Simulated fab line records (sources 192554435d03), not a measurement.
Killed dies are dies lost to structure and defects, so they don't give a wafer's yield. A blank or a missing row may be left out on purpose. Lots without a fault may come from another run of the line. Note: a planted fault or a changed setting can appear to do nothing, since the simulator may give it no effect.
Chamber matching ; flow n5 finfet ; 4 sister chambers for N5_BEOL_M13_ETCH_68 on rie diel-05
The step etches SOC in N2/H2, time 355 s. 4 wafers are shown with their chamber, then 7 later ones without.

== EACH WAFER AND ITS CHAMBER ==
wafer;chamber;throttle valve pct (%)
L083.1;1;18.35
L086.6;2;17.60
L090.2;0;17.35
L090.3;3;18.18

== WAFERS WITHOUT THEIR CHAMBER ==
wafer;throttle valve pct (%)
L090.6;17.37
L095.1;18.20
L095.3;17.83
L095.6;17.63
L096.2;17.85
L096.3;17.64
L096.5;17.64

== EACH ONE'S CHAMBER ==
wafer;from the rows above;in truth
L090.6;can't be placed: 0 or 2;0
L095.1;can't be placed: 3 or 1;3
L095.3;can't be placed: 2 or 3 or 0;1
L095.6;can't be placed: 2 or 0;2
L096.2;can't be placed: 2 or 3 or 0 or 1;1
L096.3;can't be placed: 2 or 0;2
L096.5;can't be placed: 2 or 0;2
Correct placement for 0 of the 7. Can't be placed from these rows: 7 (the true chamber is among the candidates in 6). Placed wrongly: 0.
How it was worked out, from the rows above alone: a wafer's distance from a chamber is the root of the sum, over the readings, of the square of ((its reading less the chamber's mean) divided by the reading's scatter). If the next closest chamber is less than 2 further off than the closest, the wafer can't be placed; otherwise it belongs to the closest. A chamber's mean is the mean of its shown wafers. The scatter (one wafer shown for each chamber): square how far every hidden wafer sits from the nearest shown wafer, average those squares and take the square root.
